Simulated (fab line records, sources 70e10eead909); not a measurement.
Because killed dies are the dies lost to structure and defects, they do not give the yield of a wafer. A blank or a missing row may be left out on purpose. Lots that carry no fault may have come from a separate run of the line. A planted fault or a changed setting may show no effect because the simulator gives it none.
Which tool is to blame? || flow nand_harc || 11 lots, 33 wafers sampled, at 6 steps of a route of 1159

WHAT THE GAUGES SHOWED, per wafer
NHARC_A_CHANNEL_HOLE_D1_INSPECT_40.
{"lot": "L222", "measured": "day 8 10:19", "on": "defect_inspect-01", "raw_defect_count": "65 28 57"}
{"lot": "L225", "measured": "day 9 04:26", "on": "defect_inspect-01", "raw_defect_count": "289 308 285"}
{"lot": "L227", "measured": "day 9 22:44", "on": "defect_inspect-01", "raw_defect_count": "321 369 303"}
{"lot": "L230", "measured": "day 10 09:11", "on": "defect_inspect-02", "raw_defect_count": "359 344 303"}
{"lot": "L234", "measured": "day 11 17:55", "on": "defect_inspect-02", "raw_defect_count": "55 67 98"}
{"lot": "L238", "measured": "day 12 13:20", "on": "defect_inspect-02", "raw_defect_count": "61 77 97"}
{"lot": "L240", "measured": "day 12 13:53", "on": "defect_inspect-01", "raw_defect_count": "59 48 56"}
{"lot": "L239", "measured": "day 12 17:29", "on": "defect_inspect-01", "raw_defect_count": "69 92 86"}
{"lot": "L242", "measured": "day 13 10:17", "on": "defect_inspect-01", "raw_defect_count": "81 44 60"}
{"lot": "L243", "measured": "day 13 21:23", "on": "defect_inspect-01", "raw_defect_count": "66 57 85"}
{"lot": "L244", "measured": "day 14 02:44", "on": "defect_inspect-01", "raw_defect_count": "66 64 62"}

NHARC_END_SORT_01.
{"lot": "L225", "measured": "day 21 06:43", "on": "prober-02", "killed_at_array": "73 84 70", "killed_at_other": "0 0 0", "killed_at_periphery": "4 5 3", "killed_dies": "77 89 73", "killed_open": "2 4 1", "killed_short": "2 1 1"}
{"lot": "L227", "measured": "day 21 12:53", "on": "prober-02", "killed_at_array": "77 79 78", "killed_at_other": "0 1 1", "killed_at_periphery": "8 3 2", "killed_dies": "85 83 81", "killed_open": "4 3 0", "killed_short": "5 6 1"}
{"lot": "L230", "measured": "day 21 22:28", "on": "prober-01", "killed_at_array": "85 81 86", "killed_at_other": "1 0 0", "killed_at_periphery": "2 6 5", "killed_dies": "88 87 91", "killed_open": "1 2 3", "killed_short": "0 3 2"}

TOOL THAT RAN EACH LOT (tool first, then ch and the chambers of the sampled wafers, then the start)
{"lot": "L222", "NHARC_A_CHANNEL_HOLE_D1_ETCH_39": "rie_diel-02 ch 0,1,3, day 8 04:39 or earlier", "NHARC_A_CHANNEL_HOLE_D1_ETCH_16": "rie_diel-02 ch 0,1, day 8 04:39 or earlier", "NHARC_A_CHANNEL_HOLE_D1_ETCH_19": "har_etch-02 ch 0,1, day 8 04:39", "NHARC_A_CHANNEL_HOLE_D1_ETCH_44": "rie_diel-12 ch 0,1,3, day 8 09:22"}
{"lot": "L225", "NHARC_A_CHANNEL_HOLE_D1_ETCH_39": "rie_diel-12 ch 0,3, day 8 22:45 or earlier", "NHARC_A_CHANNEL_HOLE_D1_ETCH_16": "rie_diel-12 ch 1,3, day 8 22:45 or earlier", "NHARC_A_CHANNEL_HOLE_D1_ETCH_19": "har_etch-02 ch 0,1, day 8 22:45", "NHARC_A_CHANNEL_HOLE_D1_ETCH_44": "rie_diel-02 ch 2,3, day 9 03:27"}
{"lot": "L227", "NHARC_A_CHANNEL_HOLE_D1_ETCH_39": "rie_diel-02 ch 0,1,2, day 9 16:36 or earlier", "NHARC_A_CHANNEL_HOLE_D1_ETCH_16": "rie_diel-02 ch 0,1,2, day 9 16:36 or earlier", "NHARC_A_CHANNEL_HOLE_D1_ETCH_19": "har_etch-02 ch 0,1, day 9 16:36", "NHARC_A_CHANNEL_HOLE_D1_ETCH_44": "rie_diel-02 ch 1,2, day 9 21:26"}
{"lot": "L230", "NHARC_A_CHANNEL_HOLE_D1_ETCH_39": "rie_diel-02 ch 0,1, day 10 03:28 or earlier", "NHARC_A_CHANNEL_HOLE_D1_ETCH_16": "rie_diel-02 ch 0,2,3, day 10 03:28 or earlier", "NHARC_A_CHANNEL_HOLE_D1_ETCH_19": "har_etch-02 ch 0,1, day 10 03:28", "NHARC_A_CHANNEL_HOLE_D1_ETCH_44": "rie_diel-12 ch 1,3, day 10 08:08"}
{"lot": "L234", "NHARC_A_CHANNEL_HOLE_D1_ETCH_39": "rie_diel-02 ch 1,3, day 11 12:11 or earlier", "NHARC_A_CHANNEL_HOLE_D1_ETCH_16": "rie_diel-02 ch 0,1, day 11 12:11 or earlier", "NHARC_A_CHANNEL_HOLE_D1_ETCH_19": "har_etch-01 ch 0,1, day 11 12:11", "NHARC_A_CHANNEL_HOLE_D1_ETCH_44": "rie_diel-04 ch 0,2,3, day 11 16:52"}
{"lot": "L238", "NHARC_A_CHANNEL_HOLE_D1_ETCH_39": "rie_diel-04 ch 0,2,3, day 12 07:39 or earlier", "NHARC_A_CHANNEL_HOLE_D1_ETCH_16": "rie_diel-04 ch 0,2,3, day 12 07:39 or earlier", "NHARC_A_CHANNEL_HOLE_D1_ETCH_19": "har_etch-01 ch 0,1, day 12 07:39", "NHARC_A_CHANNEL_HOLE_D1_ETCH_44": "rie_diel-04 ch 0,1,2, day 12 12:22"}
{"lot": "L240", "NHARC_A_CHANNEL_HOLE_D1_ETCH_39": "rie_diel-12 ch 1,2,3, day 12 08:01 or earlier", "NHARC_A_CHANNEL_HOLE_D1_ETCH_16": "rie_diel-12 ch 1,3, day 12 08:01 or earlier", "NHARC_A_CHANNEL_HOLE_D1_ETCH_19": "har_etch-02 ch 0,1, day 12 08:01", "NHARC_A_CHANNEL_HOLE_D1_ETCH_44": "rie_diel-12 ch 1,2, day 12 12:46"}
{"lot": "L239", "NHARC_A_CHANNEL_HOLE_D1_ETCH_39": "rie_diel-12 ch 1,3, day 12 11:48 or earlier", "NHARC_A_CHANNEL_HOLE_D1_ETCH_16": "rie_diel-12 ch 1,2, day 12 11:48 or earlier", "NHARC_A_CHANNEL_HOLE_D1_ETCH_19": "har_etch-01 ch 0,1, day 12 11:48", "NHARC_A_CHANNEL_HOLE_D1_ETCH_44": "rie_diel-12 ch 0,2,3, day 12 16:31"}
{"lot": "L242", "NHARC_A_CHANNEL_HOLE_D1_ETCH_39": "rie_diel-12 ch 0,1, day 13 04:36 or earlier", "NHARC_A_CHANNEL_HOLE_D1_ETCH_16": "rie_diel-12 ch 2,3, day 13 04:36 or earlier", "NHARC_A_CHANNEL_HOLE_D1_ETCH_19": "har_etch-02 ch 0,1, day 13 04:36", "NHARC_A_CHANNEL_HOLE_D1_ETCH_44": "rie_diel-12 ch 0,2, day 13 09:17"}
{"lot": "L243", "NHARC_A_CHANNEL_HOLE_D1_ETCH_39": "rie_diel-04 ch 1,3, day 13 15:41 or earlier", "NHARC_A_CHANNEL_HOLE_D1_ETCH_16": "rie_diel-04 ch 0,3, day 13 15:41 or earlier", "NHARC_A_CHANNEL_HOLE_D1_ETCH_19": "har_etch-02 ch 0,1, day 13 15:41", "NHARC_A_CHANNEL_HOLE_D1_ETCH_44": "rie_diel-04 ch 0,2, day 13 20:24"}
{"lot": "L244", "NHARC_A_CHANNEL_HOLE_D1_ETCH_39": "rie_diel-12 ch 0,2,3, day 13 21:01 or earlier", "NHARC_A_CHANNEL_HOLE_D1_ETCH_16": "rie_diel-12 ch 0,2,3, day 13 21:01 or earlier", "NHARC_A_CHANNEL_HOLE_D1_ETCH_19": "har_etch-02 ch 0,1, day 13 21:01", "NHARC_A_CHANNEL_HOLE_D1_ETCH_44": "rie_diel-02 ch 1,3, day 14 01:42"}
- NHARC_A_CHANNEL_HOLE_D1_ETCH_39: etches the open film in N2/H2, target depth 260 nm, time 325 s.
- NHARC_A_CHANNEL_HOLE_D1_ETCH_16: etches the open film in O2/COS, target depth 3100 nm, time 806 s.
- NHARC_A_CHANNEL_HOLE_D1_ETCH_19: etches the open film in C4F8/O2/Ar, time 34.5 s.
- NHARC_A_CHANNEL_HOLE_D1_ETCH_44: etches the open film in CF4/O2, target depth 140 nm, overetch 14 nm, time 77 s.

WHAT THE TOOLS THEMSELVES READ (means of the sampled wafers that have a number; where no wafer has one, the mark that the record gives instead)
NHARC_A_CHANNEL_HOLE_D1_ETCH_39.
{"lot": "L222", "tool": "rie_diel-02", "drypump_motor_current_A (A)": 5.4, "oes_product_au (a.u.)": 0.994, "rf_vpp_V (V)": 429.5, "showerhead_plenum_p_Torr (Torr)": 1.98, "throttle_valve_pct (%)": 14.173}
{"lot": "L225", "tool": "rie_diel-12", "drypump_motor_current_A (A)": 5.9, "oes_product_au (a.u.)": 1.004, "rf_vpp_V (V)": 429.2, "showerhead_plenum_p_Torr (Torr)": 2.03, "throttle_valve_pct (%)": 14.168}
{"lot": "L227", "tool": "rie_diel-02", "drypump_motor_current_A (A)": 5.6, "oes_product_au (a.u.)": 0.989, "rf_vpp_V (V)": 430.5, "showerhead_plenum_p_Torr (Torr)": 2.04, "throttle_valve_pct (%)": 14.183}
{"lot": "L230", "tool": "rie_diel-02", "drypump_motor_current_A (A)": 5.6, "oes_product_au (a.u.)": 0.999, "rf_vpp_V (V)": 428.7, "showerhead_plenum_p_Torr (Torr)": 1.99, "throttle_valve_pct (%)": 14.160}
{"lot": "L234", "tool": "rie_diel-02", "drypump_motor_current_A (A)": 5.4, "oes_product_au (a.u.)": 0.993, "rf_vpp_V (V)": 428.9, "showerhead_plenum_p_Torr (Torr)": 1.95, "throttle_valve_pct (%)": 14.180}
{"lot": "L238", "tool": "rie_diel-04", "drypump_motor_current_A (A)": 5.4, "oes_product_au (a.u.)": 1.003, "rf_vpp_V (V)": 429.1, "showerhead_plenum_p_Torr (Torr)": 1.99, "throttle_valve_pct (%)": 14.179}
{"lot": "L240", "tool": "rie_diel-12", "drypump_motor_current_A (A)": 5.8, "oes_product_au (a.u.)": 1.000, "rf_vpp_V (V)": 431.7, "showerhead_plenum_p_Torr (Torr)": 2.05, "throttle_valve_pct (%)": 14.163}
{"lot": "L239", "tool": "rie_diel-12", "drypump_motor_current_A (A)": 5.8, "oes_product_au (a.u.)": 1.007, "rf_vpp_V (V)": 429.0, "showerhead_plenum_p_Torr (Torr)": 1.99, "throttle_valve_pct (%)": 14.169}
{"lot": "L242", "tool": "rie_diel-12", "drypump_motor_current_A (A)": 5.9, "oes_product_au (a.u.)": 1.007, "rf_vpp_V (V)": 430.7, "showerhead_plenum_p_Torr (Torr)": 2.02, "throttle_valve_pct (%)": 14.178}
{"lot": "L243", "tool": "rie_diel-04", "drypump_motor_current_A (A)": 6.3, "oes_product_au (a.u.)": 0.998, "rf_vpp_V (V)": 428.4, "showerhead_plenum_p_Torr (Torr)": 1.93, "throttle_valve_pct (%)": 14.158}
{"lot": "L244", "tool": "rie_diel-12", "drypump_motor_current_A (A)": 6.0, "oes_product_au (a.u.)": 1.006, "rf_vpp_V (V)": 432.3, "showerhead_plenum_p_Torr (Torr)": 2.08, "throttle_valve_pct (%)": 14.171}

NHARC_A_CHANNEL_HOLE_D1_ETCH_16.
{"lot": "L222", "tool": "rie_diel-02", "drypump_motor_current_A (A)": 5.6, "oes_product_au (a.u.)": 1.002, "rf_vpp_V (V)": 313.5, "showerhead_plenum_p_Torr (Torr)": 3.05, "throttle_valve_pct (%)": 28.328}
{"lot": "L225", "tool": "rie_diel-12", "drypump_motor_current_A (A)": 5.8, "oes_product_au (a.u.)": 0.996, "rf_vpp_V (V)": 312.5, "showerhead_plenum_p_Torr (Torr)": 3.05, "throttle_valve_pct (%)": 28.337}
{"lot": "L227", "tool": "rie_diel-02", "drypump_motor_current_A (A)": 5.5, "oes_product_au (a.u.)": 1.000, "rf_vpp_V (V)": 314.6, "showerhead_plenum_p_Torr (Torr)": 3.12, "throttle_valve_pct (%)": 28.327}
{"lot": "L230", "tool": "rie_diel-02", "drypump_motor_current_A (A)": 5.4, "oes_product_au (a.u.)": 0.995, "rf_vpp_V (V)": 313.4, "showerhead_plenum_p_Torr (Torr)": 3.11, "throttle_valve_pct (%)": 28.316}
{"lot": "L234", "tool": "rie_diel-02", "drypump_motor_current_A (A)": 5.6, "oes_product_au (a.u.)": 0.998, "rf_vpp_V (V)": 313.5, "showerhead_plenum_p_Torr (Torr)": 3.08, "throttle_valve_pct (%)": 28.328}
{"lot": "L238", "tool": "rie_diel-04", "drypump_motor_current_A (A)": 5.4, "oes_product_au (a.u.)": 0.992, "rf_vpp_V (V)": 313.4, "showerhead_plenum_p_Torr (Torr)": 3.05, "throttle_valve_pct (%)": 28.325}
{"lot": "L240", "tool": "rie_diel-12", "drypump_motor_current_A (A)": 5.7, "oes_product_au (a.u.)": 1.006, "rf_vpp_V (V)": 313.2, "showerhead_plenum_p_Torr (Torr)": 3.03, "throttle_valve_pct (%)": 28.327}
{"lot": "L239", "tool": "rie_diel-12", "drypump_motor_current_A (A)": 5.7, "oes_product_au (a.u.)": 1.002, "rf_vpp_V (V)": 313.7, "showerhead_plenum_p_Torr (Torr)": 3.12, "throttle_valve_pct (%)": 28.322}
{"lot": "L242", "tool": "rie_diel-12", "drypump_motor_current_A (A)": 5.9, "oes_product_au (a.u.)": 1.007, "rf_vpp_V (V)": 315.3, "showerhead_plenum_p_Torr (Torr)": 3.16, "throttle_valve_pct (%)": 28.327}
{"lot": "L243", "tool": "rie_diel-04", "drypump_motor_current_A (A)": 5.5, "oes_product_au (a.u.)": 1.004, "rf_vpp_V (V)": 314.0, "showerhead_plenum_p_Torr (Torr)": 3.10, "throttle_valve_pct (%)": 28.333}
{"lot": "L244", "tool": "rie_diel-12", "drypump_motor_current_A (A)": 6.0, "oes_product_au (a.u.)": 1.002, "rf_vpp_V (V)": 314.2, "showerhead_plenum_p_Torr (Torr)": 3.19, "throttle_valve_pct (%)": 28.323}

NHARC_A_CHANNEL_HOLE_D1_ETCH_19.
{"lot": "L222", "tool": "har_etch-02", "drypump_motor_current_A (A)": 5.76, "showerhead_plenum_p_Torr (Torr)": 3.84, "throttle_valve_pct (%)": 37.041}
{"lot": "L225", "tool": "har_etch-02", "drypump_motor_current_A (A)": 5.76, "showerhead_plenum_p_Torr (Torr)": 3.75, "throttle_valve_pct (%)": 37.036}
{"lot": "L227", "tool": "har_etch-02", "drypump_motor_current_A (A)": 5.81, "showerhead_plenum_p_Torr (Torr)": 3.83, "throttle_valve_pct (%)": 37.037}
{"lot": "L230", "tool": "har_etch-02", "drypump_motor_current_A (A)": 5.75, "showerhead_plenum_p_Torr (Torr)": 3.74, "throttle_valve_pct (%)": 37.038}
{"lot": "L234", "tool": "har_etch-01", "drypump_motor_current_A (A)": 5.52, "showerhead_plenum_p_Torr (Torr)": 3.75, "throttle_valve_pct (%)": 37.048}
{"lot": "L238", "tool": "har_etch-01", "drypump_motor_current_A (A)": 5.52, "showerhead_plenum_p_Torr (Torr)": 3.75, "throttle_valve_pct (%)": 37.031}
{"lot": "L240", "tool": "har_etch-02", "drypump_motor_current_A (A)": 5.75, "showerhead_plenum_p_Torr (Torr)": 3.73, "throttle_valve_pct (%)": 37.041}
{"lot": "L239", "tool": "har_etch-01", "drypump_motor_current_A (A)": 5.50, "showerhead_plenum_p_Torr (Torr)": 3.75, "throttle_valve_pct (%)": 37.043}
{"lot": "L242", "tool": "har_etch-02", "drypump_motor_current_A (A)": 5.77, "showerhead_plenum_p_Torr (Torr)": 3.72, "throttle_valve_pct (%)": 37.036}
{"lot": "L243", "tool": "har_etch-02", "drypump_motor_current_A (A)": 5.75, "showerhead_plenum_p_Torr (Torr)": 3.72, "throttle_valve_pct (%)": 37.041}
{"lot": "L244", "tool": "har_etch-02", "drypump_motor_current_A (A)": 5.77, "showerhead_plenum_p_Torr (Torr)": 3.72, "throttle_valve_pct (%)": 37.047}

NHARC_A_CHANNEL_HOLE_D1_ETCH_44.
{"lot": "L222", "tool": "rie_diel-12", "cf4_flow_sccm (sccm)": 79.70, "drypump_motor_current_A (A)": 5.9, "oes_product_au (a.u.)": 0.995, "rf_vpp_V (V)": 196.7, "showerhead_plenum_p_Torr (Torr)": 1.32, "throttle_valve_pct (%)": 13.399}
{"lot": "L225", "tool": "rie_diel-02", "cf4_flow_sccm (sccm)": 79.98, "drypump_motor_current_A (A)": 5.4, "oes_product_au (a.u.)": 0.997, "rf_vpp_V (V)": 198.1, "showerhead_plenum_p_Torr (Torr)": 1.35, "throttle_valve_pct (%)": 13.407}
{"lot": "L227", "tool": "rie_diel-02", "cf4_flow_sccm (sccm)": 80.25, "drypump_motor_current_A (A)": 5.4, "oes_product_au (a.u.)": 0.993, "rf_vpp_V (V)": 198.4, "showerhead_plenum_p_Torr (Torr)": 1.35, "throttle_valve_pct (%)": 13.398}
{"lot": "L230", "tool": "rie_diel-12", "cf4_flow_sccm (sccm)": 80.23, "drypump_motor_current_A (A)": 5.7, "oes_product_au (a.u.)": 0.994, "rf_vpp_V (V)": 196.8, "showerhead_plenum_p_Torr (Torr)": 1.30, "throttle_valve_pct (%)": 13.396}
{"lot": "L234", "tool": "rie_diel-04", "cf4_flow_sccm (sccm)": 79.98, "drypump_motor_current_A (A)": 5.5, "oes_product_au (a.u.)": 1.006, "rf_vpp_V (V)": 196.8, "showerhead_plenum_p_Torr (Torr)": 1.30, "throttle_valve_pct (%)": 13.402}
{"lot": "L238", "tool": "rie_diel-04", "cf4_flow_sccm (sccm)": 79.84, "drypump_motor_current_A (A)": 5.5, "oes_product_au (a.u.)": 1.003, "rf_vpp_V (V)": 197.8, "showerhead_plenum_p_Torr (Torr)": 1.31, "throttle_valve_pct (%)": 13.399}
{"lot": "L240", "tool": "rie_diel-12", "cf4_flow_sccm (sccm)": 79.88, "drypump_motor_current_A (A)": 5.8, "oes_product_au (a.u.)": 1.000, "rf_vpp_V (V)": 199.5, "showerhead_plenum_p_Torr (Torr)": 1.38, "throttle_valve_pct (%)": 13.405}
{"lot": "L239", "tool": "rie_diel-12", "cf4_flow_sccm (sccm)": 79.55, "drypump_motor_current_A (A)": 6.0, "oes_product_au (a.u.)": 1.008, "rf_vpp_V (V)": 198.1, "showerhead_plenum_p_Torr (Torr)": 1.36, "throttle_valve_pct (%)": 13.393}
{"lot": "L242", "tool": "rie_diel-12", "cf4_flow_sccm (sccm)": 80.13, "drypump_motor_current_A (A)": 6.0, "oes_product_au (a.u.)": 1.009, "rf_vpp_V (V)": 199.9, "showerhead_plenum_p_Torr (Torr)": 1.40, "throttle_valve_pct (%)": 13.395}
{"lot": "L243", "tool": "rie_diel-04", "cf4_flow_sccm (sccm)": 79.80, "drypump_motor_current_A (A)": 5.1, "oes_product_au (a.u.)": 1.011, "rf_vpp_V (V)": 198.0, "showerhead_plenum_p_Torr (Torr)": 1.34, "throttle_valve_pct (%)": 13.398}
{"lot": "L244", "tool": "rie_diel-02", "cf4_flow_sccm (sccm)": 80.01, "drypump_motor_current_A (A)": 5.3, "oes_product_au (a.u.)": 0.998, "rf_vpp_V (V)": 196.3, "showerhead_plenum_p_Torr (Torr)": 1.27, "throttle_valve_pct (%)": 13.395}

THE ANSWER, worked out from the rows above alone
Rule: usual is defined by the lots themselves. The widest of any qualifying gaps counts: lots, ordered by their means at a reading, are off when they make up no more than a third of the lots, leave a main group of 4 or more, and stand apart from it by 3 or more times the standard deviation of that group's means. If all means in a main group match to the digits the tables above print for the reading, that group is not used. Also off: a lot with no number at a reading for which 4 or more lots have one. All remaining lots with rows at the step are treated as sound. Order of review: gauges by route order, followed by the tools' own readings, for which a lot's mean as printed above is used. At the first step where some lot is off, the reading lying furthest off is the one used; lots without a number count as furthest.
Off, at NHARC_A_CHANNEL_HOLE_D1_INSPECT_40 on raw_defect_count: L225, L227, L230. For the main group the mean is 67 and the standard deviation 11.
A tool fits if, at a process step before that reading, it ran every lot that is off, and no sound lot after the first of them. Those tools and the gauges at NHARC_A_CHANNEL_HOLE_D1_INSPECT_40 are tried in the same way. NHARC_A_CHANNEL_HOLE_D1_ETCH_39 gives no start for some lots, so the hours and the order of its lots are those of NHARC_A_CHANNEL_HOLE_D1_ETCH_19. NHARC_A_CHANNEL_HOLE_D1_ETCH_16 gives no start for some lots, so the hours and the order of its lots are those of NHARC_A_CHANNEL_HOLE_D1_ETCH_19. None of those tried fits.

WHAT THE SIMULATOR PUT IN
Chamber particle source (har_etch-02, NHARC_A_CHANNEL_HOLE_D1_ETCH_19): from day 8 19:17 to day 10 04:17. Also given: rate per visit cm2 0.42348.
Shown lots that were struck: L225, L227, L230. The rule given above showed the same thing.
